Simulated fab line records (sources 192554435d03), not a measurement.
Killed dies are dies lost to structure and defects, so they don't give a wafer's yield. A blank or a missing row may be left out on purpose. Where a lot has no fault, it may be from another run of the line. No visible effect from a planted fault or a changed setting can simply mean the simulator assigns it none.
fab line records -- flow n5-finfet
record: lots: 9, wafers: 27, last-day: 17
route steps=1938 shown MOL_CONTACT_COAG@603 BEOL_M0_SAQP@632 BEOL_M4@1111 PASSIVATION@1936
lots that met no fault: taken from a fault-free run of the same line
start-h: hours from the record's first day to the start of the lot's first wafer shown -- wait-h: how many hours have passed since the lot's step before this one -- " as in the row above -- L1.1+2: a row that stands for several wafers -- - no value present, or no start provided -- * or withheld: withheld -- < > ~ a bound
route shown NAME@n: NAME is a module with steps in the file, n the number in the route of the first one -- usual: mean/standard deviation of fault-free wafers -- same: alike in all rows -- chamber/n: place in a boat -- sites: the reading at each site -- _std_site: their standard deviation -- _edge_site: the outer-site mean with the inner-site mean subtracted -- radius-mm: how far each site lies from the wafer's centre -- mask NAME#n: copy n -- behind: the tool/chamber that last shaped the wafer -- hold: the reason the lot was held/the length of the hold in hours/how it ended -- device: the transistor (n, p or np) that didn't switch -- end of line: the same wafers' tests at the end of the route -- a step without rows: its recipe alone -- killed: at the first sort, the dies lost to defects and structure; wafer yield is something else -- map: the dies of a wafer, with x for killed, . for not killed, _ for no die there
set.NAME: setting as actually run; set.NAME@STEP: the setting as run at that earlier step -- model.NAME: the simulator's own value behind a step, which no gauge read
a sample of lots followed through the steps of the route, with each step as a table and each wafer as a row
services: the hour from which a tool's chamber was out of use, counted from the record's first day as start-h (under 0 if before that day), plus the number of hours and why
== steps ==
step: N5_MOL_CONTACT_COAG_OVL_MEAS_41
recipe: points-per-wafer: 522
usual: VD_OVL: -0.3/0.64
lot.wafer,tool,chamber,start-h,wait-h,VD_OVL[nm]
L669.1,overlay-01,0,116.16,0.0,-1.2
L669.2,overlay-01,0,116.16,0.0,-0.7
L669.5,overlay-01,0,116.16,0.0,-0.5
L670.1,overlay-02,0,122.36,0.0,-0.9
L670.2,overlay-02,0,122.36,0.0,-2.8
L670.6,overlay-02,0,122.36,0.0,-0.6
L672.1,overlay-02,0,133.24,0.0,-0.4
L672.3,overlay-02,0,133.24,0.0,-0.3
L672.5,overlay-02,0,133.24,0.0,-0.2
L673.2,overlay-02,0,144.33,0.0,-0.5
L673.4,overlay-02,0,144.33,0.0,-0.7
L673.6,overlay-02,0,144.33,0.0,-0.3
L678.1,overlay-02,0,175.89,0.0,-0.6
L678.2,overlay-02,0,175.89,0.0,-1.1
L678.5,overlay-02,0,175.89,0.0,0.0
L679.1,overlay-02,0,181.46,0.0,0.0
L679.4,overlay-02,0,181.46,0.0,0.6
L679.6,overlay-02,0,181.46,0.0,-0.6
L682.2,overlay-02,0,194.81,0.0,-0.2
L682.5,overlay-02,0,194.81,0.0,0.0
L682.6,overlay-02,0,194.81,0.0,0.2
L688.3,overlay-02,0,233.46,0.0,0.0
L688.5,overlay-02,0,233.46,0.0,1.0
L688.6,overlay-02,0,233.46,0.0,0.5
L689.1,overlay-02,0,238.62,0.0,-0.5
L689.2,overlay-02,0,238.62,0.0,0.0
L689.6,overlay-02,0,238.62,0.0,-0.5
step: N5_MOL_CONTACT_COAG_INSPECT_97
recipe: inspect-instrument: darkfield, mode: post-anneal
usual: raw-defect-count: 41/15
lot.wafer,tool,chamber,start-h,wait-h,raw-defect-count
L669.1,defect-inspect-01,-,121.87,0.0,51
L669.2,defect-inspect-01,-,121.87,0.0,53
L669.5,defect-inspect-01,-,121.87,0.0,52
L670.1,defect-inspect-01,-,129.02,0.0,28
L670.2,defect-inspect-01,-,129.02,0.0,26
L670.6,defect-inspect-01,-,129.02,0.0,25
L672.1,defect-inspect-01,-,137.97,0.0,48
L672.3,defect-inspect-01,-,137.97,0.0,28
L672.5,defect-inspect-01,-,137.97,0.0,36
L673.2,defect-inspect-02,-,149.43,0.0,34
L673.4,defect-inspect-02,-,149.43,0.0,44
L673.6,defect-inspect-02,-,149.43,0.0,25
L678.1,defect-inspect-01,-,180.60,0.0,35
L678.2,defect-inspect-01,-,180.60,0.0,44
L678.5,defect-inspect-01,-,180.60,0.0,25
L679.1,defect-inspect-01,-,186.51,0.0,76
L679.4,defect-inspect-01,-,186.51,0.0,30
L679.6,defect-inspect-01,-,186.51,0.0,41
L682.2,defect-inspect-01,-,199.55,0.1,56
L682.5,defect-inspect-01,-,199.55,0.1,96
L682.6,defect-inspect-01,-,199.55,0.1,70
L688.3,defect-inspect-02,-,238.43,0.1,29
L688.5,defect-inspect-02,-,238.43,0.1,38
L688.6,defect-inspect-02,-,238.43,0.1,76
L689.1,defect-inspect-01,-,243.50,0.0,52
L689.2,defect-inspect-01,-,243.50,0.0,28
L689.6,defect-inspect-01,-,243.50,0.0,35
step: N5_BEOL_M0_SAQP_PECVD_00
recipe: material: SiCN, target-thk-a: 80, temp-c: withheld, precursor: 3MS/NH3, pressure-torr: 3, rf-w: 202, time-s: 14
usual: showerhead-plenum-p-Torr: 3.663/0.0087, showerhead-vpp-V: 903/45, throttle-valve-pct: 9.3/0.7
lot.wafer,tool,chamber,start-h,wait-h,showerhead-plenum-p-Torr,showerhead-vpp-V,throttle-valve-pct
L669.1,pecvd-02,0,122.21,0.2,3.664,937,10.3
L669.2,pecvd-02,2,122.21,0.2,3.666,857,9.1
L669.5,pecvd-02,0,122.21,0.2,3.668,930,10.2
L670.1,pecvd-02,0,129.36,0.2,3.664,935,10.5
L670.2,pecvd-02,1,129.36,0.2,3.652,892,9.2
L670.6,pecvd-02,1,129.36,0.2,3.658,891,9.4
L672.1,pecvd-04,2,138.30,0.2,3.679,856,8.7
L672.3,pecvd-04,0,138.30,0.2,3.665,970,8.3
L672.5,pecvd-04,0,138.30,0.2,3.662,949,8.2
L673.2,pecvd-03,0,149.74,0.2,3.663,822,8.8
L673.4,pecvd-03,1,149.74,0.2,3.651,845,10.1
L673.6,pecvd-03,0,149.74,0.2,3.668,844,9.0
L678.1,pecvd-03,0,180.94,0.2,3.663,830,9.0
L678.2,pecvd-03,1,180.94,0.2,3.655,841,9.9
L678.5,pecvd-03,0,180.94,0.2,3.662,852,9.0
L679.1,pecvd-02,1,186.84,0.2,3.667,878,9.2
L679.4,pecvd-02,0,186.84,0.2,3.670,948,10.1
L679.6,pecvd-02,2,186.84,0.2,3.662,893,9.5
L682.2,pecvd-02,1,199.89,0.2,3.666,888,9.5
L682.5,pecvd-02,2,199.89,0.2,3.670,864,9.3
L682.6,pecvd-02,0,199.89,0.2,3.680,934,9.8
L688.3,pecvd-02,0,238.72,0.1,3.668,950,10.3
L688.5,pecvd-02,2,238.72,0.1,3.666,888,9.4
L688.6,pecvd-02,1,238.72,0.1,3.659,894,9.5
L689.1,pecvd-02,0,243.83,0.2,3.674,954,10.3
L689.2,pecvd-02,1,243.83,0.2,3.653,890,9.3
L689.6,pecvd-02,2,243.83,0.2,3.671,873,9.8
step: N5_BEOL_M0_SAQP_PECVD_04
recipe: material: a-Si, target-thk-a: 600, temp-c: 350, precursor: SiH4/He, pressure-torr: 3, rf-w: 100, time-s: 60.2
usual: heater-power-w: 614/87, showerhead-plenum-p-Torr: 5.66/0.033, showerhead-vpp-V: 636/34, throttle-valve-pct: 18.4/1.4
lot.wafer,tool,chamber,start-h,wait-h,heater-power-w,showerhead-plenum-p-Torr,showerhead-vpp-V,throttle-valve-pct
L669.1,pecvd-03,0,123.46,0.0,546,5.65,592,18.3
L669.2,pecvd-03,1,123.46,0.0,528,5.62,599,20.3
L669.5,pecvd-03,0,123.46,0.0,551,5.66,580,18.3
L670.1,pecvd-03,2,130.54,0.0,550,5.69,668,17.0
L670.2,pecvd-03,0,130.54,0.0,585,5.67,584,18.1
L670.6,pecvd-03,0,130.54,0.0,600,5.67,590,18.1
L672.1,pecvd-03,1,139.21,0.0,577,5.61,595,20.2
L672.3,pecvd-03,2,139.21,0.0,549,5.69,663,16.6
L672.5,pecvd-03,2,139.21,0.0,553,5.69,654,17.1
L673.2,pecvd-03,1,151.53,0.0,568,5.61,592,20.5
L673.4,pecvd-03,1,151.53,0.0,558,5.61,593,20.5
L673.6,pecvd-03,2,151.53,0.0,565,5.69,656,16.7
L678.1,pecvd-04,1,181.28,0.0,508,5.59,673,18.3
L678.2,pecvd-04,2,181.28,0.0,568,5.71,607,17.0
L678.5,pecvd-04,0,181.28,0.0,720,5.66,686,16.9
L679.1,pecvd-02,0,188.18,0.0,609,5.66,667,20.7
L679.4,pecvd-02,0,188.18,0.0,634,5.67,660,21.0
L679.6,pecvd-02,2,188.18,0.0,732,5.68,608,18.6
L682.2,pecvd-02,0,201.47,0.0,627,5.66,668,20.7
L682.5,pecvd-02,0,201.47,0.0,618,5.66,662,20.9
L682.6,pecvd-02,2,201.47,0.0,651,5.67,616,18.6
L688.3,pecvd-02,0,239.65,0.0,628,5.66,665,20.9
L688.5,pecvd-02,0,239.65,0.0,613,5.68,659,20.5
L688.6,pecvd-02,1,239.65,0.0,755,5.65,628,18.4
L689.1,pecvd-04,0,244.81,0.0,784,5.66,674,16.9
L689.2,pecvd-04,1,244.81,0.0,504,5.62,666,18.4
L689.6,pecvd-04,2,244.81,0.0,607,5.71,596,17.3
step: N5_BEOL_M0_SAQP_THK_MEAS_05
usual: thk-nm: 59.6/0.82
lot.wafer,tool,chamber,start-h,wait-h,thk-nm
L669.1,film-metro-01,-,123.55,0.1,60.3
L669.2,film-metro-01,-,123.55,0.1,59.2
L669.5,film-metro-01,-,123.55,0.1,61.2
L670.1,film-metro-01,-,130.64,0.1,60.8
L670.2,film-metro-01,-,130.64,0.1,59.8
L670.6,film-metro-01,-,130.64,0.1,61.1
L672.1,film-metro-01,-,139.31,0.1,50.5
L672.3,film-metro-01,-,139.31,0.1,51.4
L672.5,film-metro-01,-,139.31,0.1,51.7
L673.2,film-metro-01,-,151.62,0.1,49.7
L673.4,film-metro-01,-,151.62,0.1,50.3
L673.6,film-metro-01,-,151.62,0.1,51.5
L678.1,film-metro-01,-,181.38,0.1,59.3
L678.2,film-metro-01,-,181.38,0.1,59.8
L678.5,film-metro-01,-,181.38,0.1,60.1
L679.1,film-metro-01,-,188.28,0.1,58.5
L679.4,film-metro-01,-,188.28,0.1,60.1
L679.6,film-metro-01,-,188.28,0.1,59.8
L682.2,film-metro-01,-,201.58,0.1,58.8
L682.5,film-metro-01,-,201.58,0.1,59.8
L682.6,film-metro-01,-,201.58,0.1,60.6
L688.3,film-metro-01,-,239.75,0.1,59.3
L688.5,film-metro-01,-,239.75,0.1,59.4
L688.6,film-metro-01,-,239.75,0.1,58.9
L689.1,film-metro-01,-,244.91,0.1,57.6
L689.2,film-metro-01,-,244.91,0.1,57.4
L689.6,film-metro-01,-,244.91,0.1,59.0
step: N5_BEOL_M0_SAQP_MANDREL_ETCH_20
recipe: target-depth-a: 600, chemistry: HBr/Cl2, target: a-Si, stop-on: SiNx, bt-time-s: 10, mask-material: SOC, over-etch-frac: 0.5, time-s: 30, pressure-mtorr: 10, icp-w: 800, bias-w: 75, HBr_flow_sccm: 150, Cl2_flow_sccm: 80, ends: end-point
usual: drypump-motor-current-A: 5.6/0.45, oes-product-au: 0.770/0.014, throttle-valve-pct: 35.5/0.42
lot.wafer,tool,chamber,start-h,wait-h,drypump-motor-current-A,oes-product-au,rf-hours-counter-h,throttle-valve-pct
L669.1,rie-si-05,3,124.40,0.0,6.2,0.782,150,36.0
L669.2,rie-si-05,1,124.40,0.0,5.5,0.780,154,35.7
L669.5,rie-si-05,0,124.40,0.0,5.3,0.764,-,35.4
L670.1,rie-si-06,0,131.36,0.0,4.9,0.793,185,35.1
L670.2,rie-si-06,1,131.36,0.0,5.4,0.782,31,35.6
L670.6,rie-si-06,3,131.36,0.0,6.6,0.781,-,35.8
L672.1,rie-si-05,2,140.17,0.0,5.9,0.708,58,34.7
L672.3,rie-si-05,3,140.17,0.0,6.2,0.713,150,36.2
L672.5,rie-si-05,2,140.17,0.0,5.9,0.708,-,34.7
L673.2,rie-si-02,3,152.34,0.0,5.2,0.700,78,36.4
L673.4,rie-si-02,1,152.34,0.0,6.1,0.676,20,35.6
L673.6,rie-si-02,0,152.34,0.0,5.8,0.711,-,35.3
L678.1,rie-si-02,3,182.36,0.0,5.2,0.774,79,36.2
L678.2,rie-si-02,2,182.36,0.0,5.7,0.747,129,35.3
L678.5,rie-si-02,2,182.36,0.0,5.7,0.758,-,35.3
L679.1,rie-si-05,0,189.12,0.0,5.4,0.747,36,35.5
L679.4,rie-si-05,2,189.12,0.0,5.9,0.771,59,34.6
L679.6,rie-si-05,1,189.12,0.0,5.5,0.785,-,35.7
L682.2,rie-si-06,3,202.33,0.0,6.5,0.775,158,35.8
L682.5,rie-si-06,3,202.33,0.0,6.5,0.771,-,35.8
L682.6,rie-si-06,2,202.33,0.0,5.6,0.761,-,35.2
L688.3,rie-si-06,0,240.69,0.0,4.9,0.753,0,34.9
L688.5,rie-si-06,1,240.69,0.0,5.4,0.780,-,35.6
L688.6,rie-si-06,2,240.69,0.0,5.6,0.754,-,35.2
L689.1,rie-si-02,1,245.75,0.0,6.1,0.732,22,35.4
L689.2,rie-si-02,2,245.75,0.0,5.7,0.727,130,35.4
L689.6,rie-si-02,0,245.75,0.0,5.8,0.755,-,35.2
step: N5_BEOL_M4_RC_MEAS_101
usual: DIBL_N: 36.8/2.2, DIBL_P: 37.1/2.8, IOFF_N: 0.17/0.04, IOFF_P: 0.22/0.049, ION_N: 672/16, ION_P: 460/9.2, SS_N: 71.6/0.69, SS_P: 73.5/0.78, VT_N: 249/3.6, VT_P: -250/3.9
lot.wafer,tool,chamber,start-h,wait-h,DIBL_N[mV/V],DIBL_P[mV/V],IOFF_N[nA/um],IOFF_P[nA/um],ION_N[uA/um],ION_P[uA/um],SS_N[mV/dec],SS_P[mV/dec],VT_N[mV],VT_P[mV]
L669.1,prober-01,0,175.04,0.0,38.2,40.1,0.21,0.22,699,462,72.3,73.7,245,-251
L669.2,prober-01,0,175.04,0.0,34.5,34.8,0.14,0.16,670,454,70.7,73.0,252,-253
L669.5,prober-01,0,175.04,0.0,37.9,39.2,0.23,0.23,703,472,72.0,73.6,246,-250
L670.1,prober-01,0,179.49,0.0,38.7,39.2,0.19,0.25,684,468,71.9,74.3,246,-246
L670.2,prober-01,0,179.49,0.0,37.9,38.7,0.18,0.24,680,468,72.0,73.4,245,-248
L670.6,prober-01,0,179.49,0.0,39.3,41.2,0.21,0.31,684,468,72.5,74.8,245,-247
L672.1,prober-02,0,186.90,0.0,30.5,28.5,0.08,0.11,647,444,70.0,72.0,257,-259
L672.3,prober-02,0,186.90,0.0,38.6,40.2,0.21,0.25,664,456,72.3,74.9,248,-253
L672.5,prober-02,0,186.90,0.0,37.9,38.6,0.20,0.22,683,463,72.4,74.4,248,-251
L673.2,prober-02,0,207.81,0.2,39.7,40.3,0.22,0.27,696,471,72.1,74.9,244,-250
L673.4,prober-02,0,207.81,0.2,41.1,40.2,0.22,0.25,664,456,71.5,73.9,246,-250
L673.6,prober-02,0,207.81,0.2,41.0,41.1,0.23,0.27,691,469,72.2,74.3,244,-247
L678.1,prober-02,0,235.41,0.0,36.0,35.3,0.16,0.18,662,443,71.3,72.8,249,-253
L678.2,prober-02,0,235.41,0.0,38.7,39.5,0.22,0.26,697,474,72.4,75.4,243,-246
L678.5,prober-02,0,235.41,0.0,38.1,38.7,0.21,0.25,681,458,71.9,74.5,244,-249
L679.1,prober-02,0,242.97,0.0,33.8,33.3,0.12,0.21,645,455,70.3,72.8,253,-248
L679.4,prober-02,0,242.97,0.0,36.5,36.7,0.15,0.27,659,468,71.6,73.7,252,-247
L679.6,prober-02,0,242.97,0.0,32.0,31.2,0.10,0.18,656,461,70.1,72.2,255,-248
L682.2,prober-02,0,260.96,0.2,38.9,41.8,0.22,0.27,699,471,72.3,74.2,248,-247
L682.5,prober-02,0,260.96,0.2,35.0,36.9,0.15,0.19,680,470,71.7,73.0,249,-248
L682.6,prober-02,0,260.96,0.2,36.6,38.8,0.17,0.22,678,462,72.0,73.4,248,-247
L688.3,prober-02,0,303.15,0.3,34.2,34.1,0.13,0.16,643,441,72.1,72.9,254,-256
L688.5,prober-02,0,303.15,0.3,34.4,35.3,0.13,0.18,671,459,71.4,73.7,253,-255
L688.6,prober-02,0,303.15,0.3,36.8,37.6,0.17,0.21,685,456,72.5,74.1,248,-252
L689.1,prober-01,0,304.53,0.0,37.5,38.1,0.20,0.27,678,460,72.5,73.3,244,-244
L689.2,prober-01,0,304.53,0.0,37.0,37.6,0.18,0.27,678,468,71.6,73.6,248,-244
L689.6,prober-01,0,304.53,0.0,37.4,38.8,0.21,0.29,691,465,72.0,72.6,245,-242
step: N5_PASSIVATION_PROBE_49
usual: defect-limited-yield: 91.1/1.5, killed_at_M0_to_M3: 35/11, killed_at_M4_up: 13/5.7, killed-at-contacts: 12/5.7, killed-at-front-end: 40/11, killed-at-other: 4/4.4, killed-dies: 105/18, killed-open: 68/14, killed-short: 34/7.4, sort_bin_5_function: 5.2/1, sort_bin_6_memory: 3.3/0.67, sort_bin_8_speed: 0.04/0.29, sort-n-pass: 1074/18, sort-yield-pct: 91.0/1.5
same: gross-dies: 1180, killed-at-back-side: 0, sort_bin_4_leakage[%]: 0
lot.wafer,tool,chamber,start-h,wait-h,defect-limited-yield[%],killed_at_M0_to_M3,killed_at_M4_up,killed-at-contacts,killed-at-front-end,killed-at-other,killed-dies,killed-open,killed-short,sort_bin_5_function[%],sort_bin_6_memory[%],sort_bin_8_speed[%],sort-n-pass,sort-yield-pct[%]
L672.1,prober-01,-,291.32,0.0,91.9,40,10,14,20,12,96,57,37,4.9,2.7,0.08,1083,91.8
L673.2,prober-01,-,313.18,0.1,89.5,40,11,16,56,1,124,84,31,6.1,3.5,0,1056,89.5
killed by level:class
L672.1 BEOL_M0_SAQP:geometric-particle:short=12 MOL_CONTACT_COAG:geometric-particle:open=11 BEOL_M0_SAQP:geometric-particle:open=9 BEOL_M1:geometric-particle:open=8 STI_FIN_REVEAL:geometric-particle:open=5 PASS1_CAP:geometric-particle:short=3 DUMMY_GATE:geometric-particle:open=3 MOL_CONTACT_COAG:geometric-particle:short=3
L673.2 MOL_CONTACT_COAG:geometric-particle:open=16 FIN_SAQP:geometric-particle:open=14 STI_FIN_REVEAL:geometric-particle:open=11 BEOL_M3:geometric-particle:open=10 BEOL_M0_SAQP:geometric-particle:open=10 HKMG_FIN:area-etch=7 BEOL_M0_SAQP:geometric-particle:short=6 GATE_CUT:geometric-particle:open=5
== services ==
tool,chamber,start-h,hours,kind
pecvd-04,-,121.15,2.5,repair
pecvd-02,2,126.92,23.1,repair
rie-si-06,1,176.28,1.5,repair
rie-si-02,1,189.61,11.2,repair
pecvd-04,-,191.31,14.0,repair
pecvd-03,-,192.42,28.1,pm
rie-si-05,3,196.14,6.5,repair
rie-si-02,-,211.97,2.8,pm
pecvd-04,1,211.99,6.6,repair
pecvd-02,-,217.23,0.5,repair
rie-si-06,0,218.64,-,clean
rie-si-06,0,218.64,21.0,scheduled-down
rie-si-06,0,218.64,21.0,vent-cycle
pecvd-03,0,225.35,14.4,repair
pecvd-04,-,234.31,0.6,repair
pecvd-03,1,237.13,6.8,repair
== key ==
first-sign: step: N5_BEOL_M0_SAQP_THK_MEAS_05, reading: thk-nm, direction: down, sigmas: 11, usual: *, struck: *
effect: step: N5_BEOL_M0_SAQP_MANDREL_ETCH_20, reading: oes-product-au, direction: down, sigmas: 4.9, usual: 0.770, struck: 0.703
met-at N5_BEOL_M0_SAQP_PECVD_04
struck-lots L672,L673
not-acting-at N5_MOL_CONTACT_COAG_OVL_MEAS_41,N5_MOL_CONTACT_COAG_INSPECT_97,N5_BEOL_M0_SAQP_PECVD_00
onset-between 130.54 139.21
fault: kind: site-profile-drift, tool: pecvd-03, chamber: -, onset-h: 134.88, steps: N5_BEOL_M0_SAQP_PECVD_04, basis: fraction, max-abs-drift: 0.33974, slope-share-per-hr: 75.497, site-pattern: 0,0,0,0,0,-1,-1,-1,-1
